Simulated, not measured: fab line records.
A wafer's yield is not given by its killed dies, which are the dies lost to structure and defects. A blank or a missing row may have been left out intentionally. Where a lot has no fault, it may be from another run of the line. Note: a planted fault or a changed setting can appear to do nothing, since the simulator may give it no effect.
A struck lot beside a sound one :: flow nandHarc :: 15 out of 1159 route steps
Sound: wafers L589.1, L589.2, L589.3. The struck wafers were L583.4, L583.6. Last of all comes the cause.
Each step with rows lists, per side, the tool, then ch with its chambers, then its first start. Under that, the readings that differ: sound wafers :: struck wafers :: difference of the means :: sigmas: that difference in standard deviations of wafers without a fault.
alike: words and numbers the same on both sides, and readings whose means are apart by under 2 such deviations; not compared: readings that were withheld, readings missing a value for some wafer, numbers with overlapping values and no deviation given by the record, and bounds like >300 which may hide the same value.
The two part at a step that has a row with sigmas, a row that says differs or no value, or rows on one side only. Numbers that have no deviation but don't overlap get no sigmas and don't part them. A reading missing from all wafers of one side parts the sides only when that side holds two or more wafers.

NHARC_P_GATE_INSPECT_28:
  sound: defectInspect-01 at day 8 04:38; struck: defectInspect-02 at day 6 17:41
  alike: rawDefectCount
NHARC_P_GATE_DESCUM_31: chemistry O2, time 3 s.
  sound on rieDiel-02 ch 0,1,2, day 8 04:44; struck on rieDiel-09 ch 1,3, day 6 17:46
  alike: drypumpMotorCurrentA, oesProductAu, rfVppV, showerheadPlenumPTorr, throttleValvePct
  not compared: rfHoursCounterH
NHARC_P_GATE_ETCH_104: etches the open film in CF4/CHF3, target depth 60 nm.
  sound on rieDiel-02 ch 0,1,3, day 8 04:49; struck on rieDiel-09 ch 0,2, day 6 17:50
  alike: drypumpMotorCurrentA, oesProductAu, rfVppV, showerheadPlenumPTorr, throttleValvePct
NHARC_P_GATE_HM_OPEN_105: chemistry O2/COS, target depth 360 nm.
  sound: rieDiel-02 ch 0,2,3; struck: rieDiel-09 ch 0,1
  alike: drypumpMotorCurrentA, oesProductAu, rfVppV, showerheadPlenumPTorr, throttleValvePct
  not compared: rfHoursCounterH
then, 1 step without rows for these wafers: NHARC_P_GATE_STRIP_106 (strips in O2/COS).
NHARC_P_GATE_ETCH_114: etches the open film in CF4/O2, target depth 30 nm, overetch 3 nm, time 16.5 s.
  sound: rieDiel-02 ch 0,1,2; struck: rieDiel-09 ch 2
  alike: drypumpMotorCurrentA, oes_f_703_au, oesProductAu, rfVppV, showerheadPlenumPTorr, throttleValvePct
  not compared: rfHoursCounterH
then, 2 steps without rows for these wafers: NHARC_P_GATE_ETCH_32 (etches the open film in HBr/Cl2, target depth 150 nm, time 100.1 s); NHARC_P_GATE_STRIP_108 (strips in O2).
NHARC_P_GATE_CD_MEAS_33:
  sound: cdSem-01 at day 8 05:36; struck: cdSem-03 at day 6 18:34
  alike: cdNm
then, 3 steps without rows for these wafers: NHARC_P_GATE_STRIP_35 (strips in SPM, time 600 s); NHARC_P_GATE_PRECLEAN_73 (cleans in SC1); NHARC_P_GATE_SRD_74.
NHARC_P_GATE_ALD_36: deposits SiNx, target thk 20 nm, pulse time 60 s, ald cycles 223.
  sound on aldSin-03 ch 1,2,3, day 8 06:04; struck on aldSin-02 ch 1,2, day 6 21:07
reading: aldCycles
sound: 223 223 223
struck: 252 252
difference: +29
sigmas: 
  alike: heaterPowerW, precursorPulseHeightRel
NHARC_P_GATE_ETCHBACK_37: etches the open film in CHF3/O2, target depth 34.5 nm, time 17.2 s.
  sound: rieDiel-09 ch 1,2,3; struck: rieDiel-09 ch 0
  alike: drypumpMotorCurrentA, oesProductAu, rfVppV, showerheadPlenumPTorr, throttleValvePct
  not compared: rfHoursCounterH
-- break in the record here, with 15 days between the starts of the struck wafers on either side (left off in module P_GATE, picked up again in module END, where the first step shown is number 1159 on the route) --
NHARC_END_SORT_01:
  here the record holds rows for the struck wafers (prober-01 ch 0, day 21 20:50) but none for the sound ones

## WHERE THEY PART
Within this record, at NHARC_END_SORT_01 only.

WHY: what had been put in by the simulator
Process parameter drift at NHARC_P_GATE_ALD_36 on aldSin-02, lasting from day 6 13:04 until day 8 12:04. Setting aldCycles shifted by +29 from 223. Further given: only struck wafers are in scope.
